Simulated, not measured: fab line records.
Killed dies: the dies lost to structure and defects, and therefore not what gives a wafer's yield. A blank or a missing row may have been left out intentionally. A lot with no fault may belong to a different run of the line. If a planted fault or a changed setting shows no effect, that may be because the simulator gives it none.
Struck lot and sound lot, side by side / flow n5Finfet / 16 out of 1938 route steps
Sound: the wafers L737.1, L737.3, L737.6. Wafers struck: L745.4, L745.5, L745.6. At the end, the cause is stated.
At each step with rows: each side's tool, then ch and its chambers, then its first start. Under that, the readings that differ: sound wafers / struck wafers / difference of the means / sigmas: that difference in standard deviations of wafers without a fault.
alike: readings with means less than 2 such deviations apart, plus words and numbers identical on both sides. not compared: withheld readings, readings lacking a value on some wafer, bounds such as >300 that could conceal the same value, and numbers that have no deviation in the record and whose values overlap.
A row with sigmas, a row that says differs or no value, or rows on one side alone: a step with any of these is where the two part. Numbers that don't overlap but have no deviation are shown without sigmas and don't part them. A reading missing from all wafers of one side parts the sides only when that side holds two or more wafers.

first, 3 steps without rows for these wafers: N5_BEOL_M2_EXPOSE_08 (exposes mask M2); N5_BEOL_M2_PEB_09 (peb time 60 s); N5_BEOL_M2_DEVELOP_10 (develop time 30 s).
N5_BEOL_M2_CD_MEAS_11 targets a cd of 16.79 nm.
  sound on cdSem-01 ch 0, day 6 23:08; struck on cdSem-02 ch 0, day 9 07:39
  alike: cdNm
N5_BEOL_M2_OVL_MEAS_12:
  sound on overlay-01 ch 0, day 6 23:10; struck on overlay-01 ch 0, day 9 07:42
  alike: M2_OVL
N5_BEOL_M2_INSPECT_13: inspects for defects (brightfield).
  sound on defectInspect-02 at day 6 23:14; struck on defectInspect-02 at day 9 07:45
  alike: rawDefectCount
N5_BEOL_M2_DESCUM_16: chemistry O2, time 7 s.
  sound on rieDiel-01 ch 1,3, day 6 23:16; struck on rieDiel-02 ch 0,1, day 9 07:47
reading=oesProductAu (a.u.); sound=0.67 0.67 0.67; struck=0.85 0.86 0.91; difference=+0.20; sigmas=+2
  alike: drypumpMotorCurrentA, rfVppV, showerheadPlenumPTorr, throttleValvePct
  not compared: rfHoursCounterH
N5_BEOL_M2_ETCH_74: etches underlayer in N2/H2, target depth 6.5 nm, time 5.2 s.
  sound on rieDiel-01 ch 1,3, day 6 23:18; struck on rieDiel-02 ch 0,1, day 9 07:49
reading=oesProductAu (a.u.); sound=0.58 0.58 0.58; struck=0.71 0.73 0.76; difference=+0.15; sigmas=+2
  alike: biasW, drypumpMotorCurrentA, etchRfOnTimeS, h2FlowSccm, rfVppV, showerheadPlenumPTorr, throttleValvePct
  not compared: rfHoursCounterH
N5_BEOL_M2_ETCH_63: etches SiARC in CF4, target depth 15.6 nm, time 26 s.
  sound on rieDiel-01 ch 1,3, day 6 23:19; struck on rieDiel-02 ch 0,1, day 9 07:50
reading=oesProductAu (a.u.); sound=0.59 0.58 0.59; struck=0.72 0.73 0.77; difference=+0.15; sigmas=+2
  alike: biasW, cf4FlowSccm, drypumpMotorCurrentA, etchRfOnTimeS, rfVppV, showerheadPlenumPTorr, throttleValvePct
  not compared: rfHoursCounterH
N5_BEOL_M2_ETCH_64: etches SOC in N2/H2, target depth 75 nm, overetch 22.5 nm, time 121.9 s.
  sound on rieDiel-01 ch 1,3, day 6 23:20; struck on rieDiel-02 ch 0,1, day 9 07:52
reading=oesProductAu (a.u.); sound=0.52 0.52 0.51; struck=0.63 0.63 0.70; difference=+0.14; sigmas=+2
  alike: biasW, drypumpMotorCurrentA, h2FlowSccm, rfVppV, showerheadPlenumPTorr, throttleValvePct
  not compared: rfHoursCounterH
then, 2 steps without rows for these wafers: N5_BEOL_M2_STRIP_65 (strips in N2/H2); N5_BEOL_M2_STRIP_75 (strips in N2/H2).
N5_BEOL_M2_STRIP_66: strips in CF4.
  sound on rieDiel-01 ch 1,3, day 6 23:29; struck on rieDiel-02 ch 0,1, day 9 07:59
  no value came back on the struck wafers for any of 8 readings (biasPowerW (W), cf4FlowSccm (sccm) and others); on the sound wafers biasPowerW (W) reads 75.12 74.92 74.82
reading=model.SiARC_of_BEOL_M2_COAT_62.thkNm (nm); sound=0 0 0; struck=6 6 6.6; difference=+6; sigmas=
  not compared: rfHoursCounterH
N5_BEOL_M2_HM_OPEN_17: chemistry Cl2/BCl3, target TiN, target depth 20 nm, overetch 6 nm.
  sound on rieMetal-02 ch 1, day 6 23:31; struck on rieMetal-01 ch 0,1, day 9 08:04
  alike: biasW, drypumpMotorCurrentA, oesProductAu, throttleValvePct
  not compared: rfHoursCounterH
N5_BEOL_M4_RC_MEAS_101:
  sound on prober-02 ch 0, day 9 04:21; struck on prober-01 ch 0, day 11 01:41
  alike: DIBL_N, DIBL_P, IOFF_N, IOFF_P, ION_N, ION_P, SS_N, SS_P, VT_N, VT_P
N5_PASSIVATION_PROBE_49:
  sound wafers here have rows in the record (prober-01, day 13 08:04); struck ones have none

== WHERE THEY PART ==
First at N5_BEOL_M2_DESCUM_16; last, within this record, at N5_PASSIVATION_PROBE_49.

WHY: whatever the simulator had introduced
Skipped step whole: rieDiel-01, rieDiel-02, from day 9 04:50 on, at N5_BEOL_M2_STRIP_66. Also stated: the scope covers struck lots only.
